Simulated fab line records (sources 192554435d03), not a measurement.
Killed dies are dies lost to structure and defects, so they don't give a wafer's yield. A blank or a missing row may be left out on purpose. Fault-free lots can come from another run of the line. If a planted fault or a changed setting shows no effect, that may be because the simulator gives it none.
Split-lot experiment | flow n5Finfet | 7 lots, 39 wafers read, on a route of 1938 steps

ABOUT THE SPLIT
At N5_SD_EPI_N_EPI_21 (deposits Si:P, time 690 s), the setting epiGrowthTimeS was moved away from the recipe's 690 s on 15 of the 39 wafers read, by -39.5% to +54.9%. This setting was run at the recipe's value on the other wafers.

FROM THE SPLIT TO THE READING: what the file shows between them, 4 steps
- N5_SD_EPI_N_EPI_MEAS_23
- N5_SD_EPI_N_PRECLEAN_24: cleans in O3/DIW, time 60 s
- N5_SD_EPI_N_SRD_25: time 30 s
- N5_SD_EPI_P_EPI_21: deposits SiGe:B, time 355 s

THE READING
Si-P_of_SD_EPI_N_EPI_21.thkNm (the simulator's own value, which no gauge read), in nm, at N5_SD_EPI_P_HM_STRIP_48 (strips SiNx in H3PO4, material SiNx, target depth 3 nm). The file does not state a usual value for it. Here, 24 wafers ran the recipe; their average is 58.9 nm with a standard deviation of 0.96 nm.

wafer  | tool, chamber at the split | epiGrowthTimeS as run, s | against the recipe | Si-P_of_SD_EPI_N_EPI_21.thkNm, nm | against lot-mates on the recipe
L076.1 | epiRpcvd-04, 0             | 690                      | recipe             | 59                                | -
L076.2 | epiRpcvd-04, 0             | 986.3                    | +42.9%             | 75.6                              | +16.5
L076.3 | epiRpcvd-04, 0             | 986.3                    | +42.9%             | 76.4                              | +17.3
L076.4 | epiRpcvd-04, 0             | 986.3                    | +42.9%             | 76.8                              | +17.7
L076.5 | epiRpcvd-04, 0             | 690                      | recipe             | 59.6                              | -
L076.6 | epiRpcvd-04, 0             | 690                      | recipe             | 58.8                              | -
L078.1 | epiRpcvd-04, 0             | 690                      | recipe             | 60.8                              | -
L078.2 | epiRpcvd-04, 0             | 690                      | recipe             | 60.6                              | -
L078.3 | epiRpcvd-04, 0             | 690                      | recipe             | 60.2                              | -
L078.6 | epiRpcvd-04, 0             | 690                      | recipe             | 60.2                              | -
L078.4 | epiRpcvd-04, 0             | 690                      | recipe             | 60.4                              | -
L078.5 | epiRpcvd-04, 0             | 690                      | recipe             | 59.8                              | -
L085.1 | epiRpcvd-03, 0             | 690                      | recipe             | 59.2                              | -
L085.2 | epiRpcvd-03, 0             | 417.2                    | -39.5%             | 38                                | -20.9
L085.3 | epiRpcvd-03, 0             | 690                      | recipe             | 59                                | -
L085.4 | epiRpcvd-03, 0             | 690                      | recipe             | 58.6                              | -
L085.5 | epiRpcvd-03, 0             | 417.2                    | -39.5%             | 38.2                              | -20.7
L085.6 | epiRpcvd-03, 0             | 417.2                    | -39.5%             | 37.6                              | -21.3
L087.3 | epiRpcvd-02, 0             | 690                      | recipe             | 58.4                              | -
L087.4 | epiRpcvd-02, 0             | 690                      | recipe             | 58.6                              | -
L087.5 | epiRpcvd-02, 0             | 690                      | recipe             | 58.6                              | -
L091.1 | epiRpcvd-03, 0             | 915.4                    | +32.7%             | 71.8                              | +13.7
L091.2 | epiRpcvd-03, 0             | 690                      | recipe             | 58.2                              | -
L091.4 | epiRpcvd-03, 0             | 690                      | recipe             | 58.2                              | -
L091.3 | epiRpcvd-03, 0             | 690                      | recipe             | 57.8                              | -
L091.5 | epiRpcvd-03, 0             | 915.4                    | +32.7%             | 71.2                              | +13.1
L091.6 | epiRpcvd-03, 0             | 915.4                    | +32.7%             | 71                                | +12.9
L096.1 | epiRpcvd-03, 0             | 1069                     | +54.9%             | 79.2                              | +21.5
L096.3 | epiRpcvd-03, 0             | 1069                     | +54.9%             | 79.2                              | +21.5
L096.2 | epiRpcvd-03, 0             | 690                      | recipe             | 57.6                              | -
L096.4 | epiRpcvd-03, 0             | 690                      | recipe             | 57.8                              | -
L096.5 | epiRpcvd-03, 0             | 690                      | recipe             | 57.8                              | -
L096.6 | epiRpcvd-03, 0             | 1069                     | +54.9%             | 78.6                              | +20.9
L097.1 | epiRpcvd-04, 0             | 690                      | recipe             | 58.2                              | -
L097.2 | epiRpcvd-04, 0             | 523.5                    | -24.1%             | 47.4                              | -10.8
L097.3 | epiRpcvd-04, 0             | 523.5                    | -24.1%             | 47.4                              | -10.8
L097.4 | epiRpcvd-04, 0             | 523.5                    | -24.1%             | 47.2                              | -11.0
L097.5 | epiRpcvd-04, 0             | 690                      | recipe             | 58.4                              | -
L097.6 | epiRpcvd-04, 0             | 690                      | recipe             | 58                                | -

THE FIT
A straight line over all 39 wafers: Si-P_of_SD_EPI_N_EPI_21.thkNm changes by +0.424 nm for each +1% of epiGrowthTimeS; r = +0.99; the points scatter about the line by 1.6 nm.
The same after taking each lot's own level away (the mean of its wafers on the recipe; 39 wafers): +0.431 nm for each +1%; r = +0.99; scatter 1.2 nm.
According to that fit, moving epiGrowthTimeS by its largest amount changes the reading by 24 nm.
Measured against the standard deviation above, the lots' own levels, which go from 57.73 to 60.33 nm, span 2.7 times it.
Consequently the slope shifts little with the lot-to-lot level, the two slopes agreeing.
Check: with one of the wafers moved furthest among these (+54.9%) left out of the fit, the line predicts +23.2 nm for it against its lot-mates. It came out at +21.5 nm against them.

ADDITIONAL SPLITS CARRIED BY THESE WAFERS
These wafers also went through other splits before the reading. Each is held against what the fit with the lots' levels taken away leaves over:
other split on the same wafers      | wafers away from the commonest value | r with Si-P_of_SD_EPI_N_EPI_21.thkNm (lot level and that fit taken away)
N5_WELL_APT_DEVELOP_24 developTimeS | 12                                   | +0.20

THE WHOLE CHAIN: every reading that the file lists as answering this split, in the file's order
step                    | what it does                                           | reading                                                                        | change (the file's fit)               | r (the file's)
N5_SD_EPI_N_EPI_21      | deposits Si:P, time 690 s                              | Si-P_of_SD_EPI_N_EPI_21.thkNm (the simulator's own value, which no gauge read) | +0.43 nm for each +1% of the setting  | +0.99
N5_SD_EPI_N_EPI_MEAS_23 |                                                        | thkNm                                                                          | withheld for each +1% of the setting  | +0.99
N5_SD_EPI_P_HM_STRIP_48 | strips SiNx in H3PO4, material SiNx, target depth 3 nm | Si-P_of_SD_EPI_N_EPI_21.thkNm (the simulator's own value, which no gauge read) | +0.425 nm for each +1% of the setting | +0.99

THE FILE'S OWN FIT
Si-P_of_SD_EPI_N_EPI_21.thkNm changes by +0.425 nm for each +1% of epiGrowthTimeS, r = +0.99.
